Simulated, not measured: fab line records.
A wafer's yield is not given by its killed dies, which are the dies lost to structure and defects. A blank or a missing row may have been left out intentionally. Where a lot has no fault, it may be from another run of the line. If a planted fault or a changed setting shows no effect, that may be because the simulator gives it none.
Split-lot trial	flow n5_finfet	on a route of 1938 steps: 7 lots, 21 wafers read

THE SPLIT
At N5_GATE_CUT_ALD_22 (deposits SiNx, target thk 16 nm, pulse time 1 s, ald cycles 320), the setting ald_cycles was moved away from the recipe's 320 on 7 of the 21 wafers read, by -9.7% to +12.2%. This setting was run at the recipe's value on the other wafers.

The reading comes from the split's own step.

THE READING
SiNx_of_GATE_CUT_ALD_22.thk_nm (the simulator's own value, which no gauge read), in nm, at N5_GATE_CUT_ALD_22 (deposits SiNx, target thk 16 nm, pulse time 1 s, ald cycles 320). The file gives no usual value for it. Average 16.0 nm, standard deviation 0.07 nm, over the 14 wafers here run with the recipe.

wafer	tool, chamber at the split	ald_cycles as run	against the recipe	SiNx_of_GATE_CUT_ALD_22.thk_nm, nm	against lot-mates on the recipe
L078.1	ald_sin-04, 0,1,3	320	recipe	16	-
L078.2	ald_sin-04, 0,1,3	320	recipe	16	-
L078.3	ald_sin-04, 0,1,3	320	recipe	16	-
L081.1	ald_sin-03, 1,2,3	320	recipe	16	-
L081.4	ald_sin-03, 1,2,3	320	recipe	16	-
L081.5	ald_sin-03, 1,2,3	320	recipe	16	-
L082.1	ald_sin-04, 1	320	recipe	16	-
L082.2	ald_sin-04, 2	344	+7.5%	17.4	+1.4
L082.3	ald_sin-04, 0	344	+7.5%	17	+1.0
L083.3	ald_sin-04, 1	320	recipe	16	-
L083.4	ald_sin-04, 3	342	+6.9%	17	+1.0
L083.6	ald_sin-04, 2	342	+6.9%	17.2	+1.2
L090.1	ald_sin-03, 0	289	-9.7%	14.4	-1.6
L090.3	ald_sin-03, 3,0	320	recipe	16	-
L090.6	ald_sin-03, 3,0	320	recipe	16	-
L093.1	ald_sin-04, 0	320	recipe	16	-
L093.4	ald_sin-04, 1	359	+12.2%	18	+2.0
L093.6	ald_sin-04, 0	359	+12.2%	17.8	+1.8
L095.2	ald_sin-03, 2	320	recipe	16.2	-
L095.5	ald_sin-03, 2	320	recipe	16.2	-
L095.3	ald_sin-03, 1	320	recipe	16	-
Where a row lists several chambers, the file gives one row for several wafers and doesn't say which wafer went through which chamber.

FIT RESULTS
A straight line over all 21 wafers: SiNx_of_GATE_CUT_ALD_22.thk_nm changes by +0.158 nm for each +1% of ald_cycles; r = +0.99; the points scatter about the line by 0.1 nm.
The same after taking each lot's own level away (the mean of its wafers on the recipe; 21 wafers): +0.159 nm for each +1%; r = +0.99; scatter 0.09 nm.
That fit puts the effect of the largest move of ald_cycles on the reading at 1.9 nm.
Measured against the standard deviation above, the lots' own levels, which go from 16.00 to 16.13 nm, span 1.9 times it.
Hence the lot-to-lot level has little effect on the slope; both slopes agree.
Check: with one of the wafers moved furthest among these (+12.2%) left out of the fit, the line predicts +1.91 nm for it against its lot-mates. Against them it came out at +2 nm.

THE OTHER SPLITS THESE WAFERS WENT THROUGH
Before the reading, these wafers also passed through other splits. Each is held against what the fit with the lots' levels taken away leaves over:
other split on the same wafers	wafers away from the commonest value	r with SiNx_of_GATE_CUT_ALD_22.thk_nm (lot level and that fit taken away)
N5_HKMG_FIN_COAT_43 spin_rpm	7	+0.06
N5_HKMG_FIN_ETCH_55 time_s	8	-0.02
N5_HKMG_FIN_ETCH_32 bias_w	6	-0.47

THE FILE'S OWN FIT
SiNx_of_GATE_CUT_ALD_22.thk_nm changes by +0.16 nm for each +1% of ald_cycles, r = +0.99.
